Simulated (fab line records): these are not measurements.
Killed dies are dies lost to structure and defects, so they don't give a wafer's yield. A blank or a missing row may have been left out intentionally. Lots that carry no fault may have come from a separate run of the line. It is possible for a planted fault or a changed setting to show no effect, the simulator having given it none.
Matching of chambers    flow n5_finfet    N5_BEOL_M3_STRIP_66 on rie_diel-05 has 4 sister chambers
The step strips in CF4. 8 wafers are shown with their chamber, then 11 later ones without.

## WAFERS WITH THEIR CHAMBER
wafer   chamber  drypump_motor_current_A (A)  throttle_valve_pct (%)
L079.4  3        5.5                          13.40
L080.4  2        5.7                          13.06
L085.1  2        5.8                          13.06
L087.6  0        6.4                          13.68
L090.4  1        5.4                          13.30
L090.5  1        5.4                          13.30
L090.6  0        6.4                          13.69
L091.2  3        5.5                          13.43

## WAFERS WHOSE CHAMBER IS MISSING
wafer   drypump_motor_current_A (A)  throttle_valve_pct (%)
L091.4  5.7                          13.08
L091.6  5.7                          13.09
L092.1  6.4                          13.72
L092.2  5.7                          13.09
L092.3  5.5                          13.47
L095.2  6.4                          13.72
L095.5  5.7                          13.09
L095.6  5.4                          13.32
L096.2  5.7                          13.11
L096.4  5.4                          13.33
L096.5  5.7                          13.11

## CHAMBER TAKEN BY EACH
wafer   from the rows above  in truth
L091.4  2                    2
L091.6  2                    2
L092.1  0                    0
L092.2  2                    2
L092.3  3                    3
L095.2  0                    0
L095.5  2                    2
L095.6  1                    1
L096.2  2                    2
L096.4  1                    1
L096.5  2                    2
Correctly placed: 11 of 11. Number that these rows cannot place: 0. Placed wrongly: 0.
How it was worked out, from the rows above alone: a wafer's distance from a chamber is the root of the sum, over the readings, of the square of ((its reading less the chamber's mean) divided by the reading's scatter). The wafer belongs to the nearest chamber; if the next one is less than 2 further off, it can't be placed. Each chamber's mean is taken over the wafers shown for it. The scatter: the root of (the sum of the squares of (reading less its chamber's mean) over the shown wafers, divided by (wafers less chambers)).
